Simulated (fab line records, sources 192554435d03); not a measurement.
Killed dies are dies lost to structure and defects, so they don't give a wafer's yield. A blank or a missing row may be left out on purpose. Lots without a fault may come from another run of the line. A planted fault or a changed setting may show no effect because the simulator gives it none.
Which tool did it? | flow n5_finfet | 11 lots, 33 wafers sampled, at 5 steps of a route of 1938

WHAT THE GAUGES READ, wafer by wafer
The record holds no reading of a measuring or inspecting step that can be judged against a usual standard deviation.

WHICH TOOL RAN EACH LOT (tool, then ch and the chambers of the sampled wafers, then the start)
lot  | N5_BEOL_M15_STRIP_62                          | N5_BEOL_M15_SPUTTER_43       | N5_BEOL_M15_ANNEAL_48            | N5_BEOL_M15_CMP_49            | N5_PASSIVATION_PROBE_49
L617 | rie_diel-03 ch 1,2,3, day 12 10:27 or earlier | pvd_sputter-03, day 12 10:27 | rtp_anneal-01 ch 0, day 12 11:01 | cmp-03 ch 0,1,2, day 12 11:18 | -
L619 | rie_diel-04 ch 0,1,3, day 12 18:45 or earlier | pvd_sputter-01, day 12 18:45 | rtp_anneal-01 ch 0, day 12 19:19 | cmp-04 ch 1,3, day 12 19:34   | prober-01, day 13 10:38
L621 | rie_diel-04 ch 2,3, day 13 05:31 or earlier   | pvd_sputter-03, day 13 05:31 | rtp_anneal-02 ch 0, day 13 06:07 | cmp-03 ch 0,1,2, day 13 06:22 | -
L623 | rie_diel-03 ch 0,2,3, day 13 19:19 or earlier | pvd_sputter-01, day 13 19:19 | rtp_anneal-01 ch 0, day 13 19:56 | cmp-04 ch 0,2, day 13 20:11   | -
L624 | rie_diel-06 ch 0,1,2, day 14 04:10 or earlier | pvd_sputter-03, day 14 04:10 | rtp_anneal-01 ch 0, day 14 04:43 | cmp-04 ch 2,3, day 14 04:59   | -
L629 | rie_diel-04 ch 0,3, day 14 11:29 or earlier   | pvd_sputter-02, day 14 11:29 | rtp_anneal-02 ch 0, day 14 12:05 | cmp-03 ch 1,3, day 14 12:18   | -
L628 | rie_diel-03 ch 0,2,3, day 15 17:29 or earlier | pvd_sputter-01, day 15 17:29 | rtp_anneal-02 ch 0, day 15 18:08 | cmp-03 ch 1,2, day 15 18:18   | prober-02, day 16 10:27
L633 | rie_diel-04 ch 1,2,3, day 15 18:41 or earlier | pvd_sputter-01, day 15 18:41 | rtp_anneal-02 ch 0, day 15 19:13 | cmp-03 ch 1,2,3, day 15 19:31 | -
L634 | rie_diel-04 ch 0,2,3, day 16 01:21 or earlier | pvd_sputter-01, day 16 01:21 | rtp_anneal-01 ch 0, day 16 01:55 | cmp-03 ch 0,3, day 16 02:13   | -
L640 | rie_diel-06 ch 0,1,3, day 17 19:24 or earlier | pvd_sputter-01, day 17 19:24 | rtp_anneal-01 ch 0, day 17 20:04 | cmp-03 ch 0,1,3, day 17 20:20 | -
L639 | rie_diel-06 ch 0,3, day 18 04:54 or earlier   | pvd_sputter-03, day 18 04:54 | rtp_anneal-01 ch 0, day 18 05:28 | cmp-02 ch 0,2, day 18 05:46   | -
- N5_BEOL_M15_STRIP_62: strips in O2.
- N5_BEOL_M15_SPUTTER_43: material TaN, target thk 15 nm, time 24.19 s.
- N5_BEOL_M15_ANNEAL_48: time 90 s.
- N5_BEOL_M15_CMP_49: polishes, stops on SiO2, t overpolish 4.9 s, target thk 850 nm.
- N5_PASSIVATION_PROBE_49

WHAT THE TOOLS THEMSELVES READ (means of the sampled wafers that have a number; where no wafer has one, the mark that the record gives instead)
N5_BEOL_M15_STRIP_62.
lot  | tool        | drypump_motor_current_A (A) | oes_product_au (a.u.) | rf_vpp_V (V) | showerhead_plenum_p_Torr (Torr) | throttle_valve_pct (%)
L617 | rie_diel-03 | 5.9                         | 0.79                  | 3.5          | 2.08                            | 16.72
L619 | rie_diel-04 | 5.7                         | 0.79                  | 3.5          | 2.14                            | 16.58
L621 | rie_diel-04 | 5.8                         | 0.85                  | 3.4          | 2.19                            | 16.60
L623 | rie_diel-03 | 5.8                         | 0.85                  | 3.6          | 2.11                            | 16.58
L624 | rie_diel-06 | 5.6                         | 0.70                  | 4.0          | 2.04                            | 17.03
L629 | rie_diel-04 | 5.7                         | 0.82                  | 4.2          | 2.15                            | 16.50
L628 | rie_diel-03 | 5.8                         | 0.83                  | 3.9          | 2.10                            | 16.62
L633 | rie_diel-04 | 5.8                         | 0.78                  | 3.4          | 2.17                            | 16.73
L634 | rie_diel-04 | 5.8                         | 0.83                  | 3.9          | 2.13                            | 16.53
L640 | rie_diel-06 | 5.9                         | 0.84                  | 4.1          | 2.12                            | 16.63
L639 | rie_diel-06 | 6.1                         | 0.91                  | 4.4          | 2.21                            | 16.34

N5_BEOL_M15_SPUTTER_43.
lot  | tool           | substrate_temp_c (C) | throttle_valve_pct (%)
L617 | pvd_sputter-03 | 49.98                | 30.8
L619 | pvd_sputter-01 | 50.00                | 31.0
L621 | pvd_sputter-03 | 50.06                | 29.9
L623 | pvd_sputter-01 | 49.97                | 30.5
L624 | pvd_sputter-03 | 49.95                | 29.5
L629 | pvd_sputter-02 | 50.00                | 31.2
L628 | pvd_sputter-01 | 49.92                | 30.3
L633 | pvd_sputter-01 | 49.92                | 29.7
L634 | pvd_sputter-01 | 50.00                | 30.0
L640 | pvd_sputter-01 | 49.99                | 30.3
L639 | pvd_sputter-03 | 50.07                | 29.4

N5_BEOL_M15_ANNEAL_48.
lot  | tool          | wafer_temp_C_max
L617 | rtp_anneal-01 | 226.31
L619 | rtp_anneal-01 | 226.12
L621 | rtp_anneal-02 | 225.58
L623 | rtp_anneal-01 | 226.03
L624 | rtp_anneal-01 | 226.25
L629 | rtp_anneal-02 | 225.62
L628 | rtp_anneal-02 | 228.84
L633 | rtp_anneal-02 | 228.97
L634 | rtp_anneal-01 | 226.11
L640 | rtp_anneal-01 | 226.08
L639 | rtp_anneal-01 | 225.90

N5_BEOL_M15_CMP_49.
lot  | tool   | barrier_field_endpoint_s (s) | clearing_platen_rpm (rpm) | motor_current_A (A) | overpolish_run_s (s) | pad_life_wafers
L617 | cmp-03 | 11.07                        | 79.98                     | 7.9                 | 4.903                | 1190
L619 | cmp-04 | 11.26                        | 80.00                     | 7.3                 | 4.895                | 1771
L621 | cmp-03 | 11.36                        | 80.02                     | 8.2                 | 4.897                | 1370
L623 | cmp-04 | 11.16                        | 79.99                     | 6.3                 | 4.905                | 1958
L624 | cmp-04 | 10.87                        | 80.02                     | 6.9                 | 4.913                | 2028
L629 | cmp-03 | 11.17                        | 80.01                     | 7.9                 | 4.901                | 1579
L628 | cmp-03 | 11.21                        | 79.96                     | 7.7                 | 4.898                | 1866
L633 | cmp-03 | 11.09                        | 79.99                     | 8.1                 | 4.904                | 1874
L634 | cmp-03 | 11.47                        | 79.98                     | 8.6                 | 4.905                | 1940
L640 | cmp-03 | 11.29                        | 80.01                     | 8.3                 | 4.900                | 153
L639 | cmp-02 | 11.28                        | 80.00                     | 8.6                 | 4.901                | 1634

N5_PASSIVATION_PROBE_49.
lot  | tool      | defect_limited_yield (%) | killed_at_M0_to_M3 | killed_at_M4_up | killed_at_contacts | killed_at_front_end | killed_at_other | killed_dies | killed_open | killed_short | sort_bin_5_function (%) | sort_bin_6_memory (%) | sort_n_pass | sort_yield_pct (%)
L619 | prober-01 | 90.4                     | 47                 | 11              | 14                 | 39                  | 2.7             | 114         | 76          | 35           | 5.0                     | 4.0                   | 1066        | 90.4
L628 | prober-02 | 93.5                     | 27                 | 14              | 8                  | 22                  | 5.7             | 77          | 45          | 31           | 3.5                     | 2.7                   | 1103        | 93.5

THE ANSWER, worked out from the rows above alone
Rule: what is usual is taken from the lots themselves. Put in order of their means at a reading, lots are off if they are a third of the lots or fewer, leave a main group of 4 or more, and stand apart from it by a gap of 3 or more times the standard deviation of the main group's means; of several such gaps the widest counts. A main group whose means are all the same, to the digits that the tables above print for the reading, isn't used. A lot without any number at a reading at which 4 lots or more have one is off too. The other lots that the step has rows for count as sound. The gauges are gone through in route order, then the tools' own readings, and for those a lot's mean is taken as printed above. The first step at which some lot is off is used, and at that step the reading that is off furthest; a lot without a number counts as furthest.
Off: L628, L633, at N5_BEOL_M15_ANNEAL_48 (wafer_temp_C_max). The main group: mean 226.00, standard deviation 0.24.
A tool fits if, at that step or a process step before it, it ran every lot that is off, and no sound lot after the first of them. N5_BEOL_M15_STRIP_62 gives no start for some lots, so the hours and the order of its lots are those of N5_BEOL_M15_SPUTTER_43. One fits: rtp_anneal-02 at N5_BEOL_M15_ANNEAL_48. Its last sound lot is L629 (day 14 12:05), its first lot that is off L628 (day 15 18:08): a fault that began between those two fits.
The tool's own readings at N5_BEOL_M15_ANNEAL_48 bear it out: on the lots that are off they differ by more than 5 times the standard deviation of the sound lots' means. wafer_temp_C_max reads 228.91 there against 226.00 on the sound lots.

WHAT THE SIMULATOR HAD PUT IN
Process parameter drift: rtp_anneal-02, from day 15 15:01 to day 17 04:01, at N5_BEOL_M15_ANNEAL_48. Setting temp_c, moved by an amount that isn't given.
Lots struck among those shown: L628, L633. The rule above found the same.
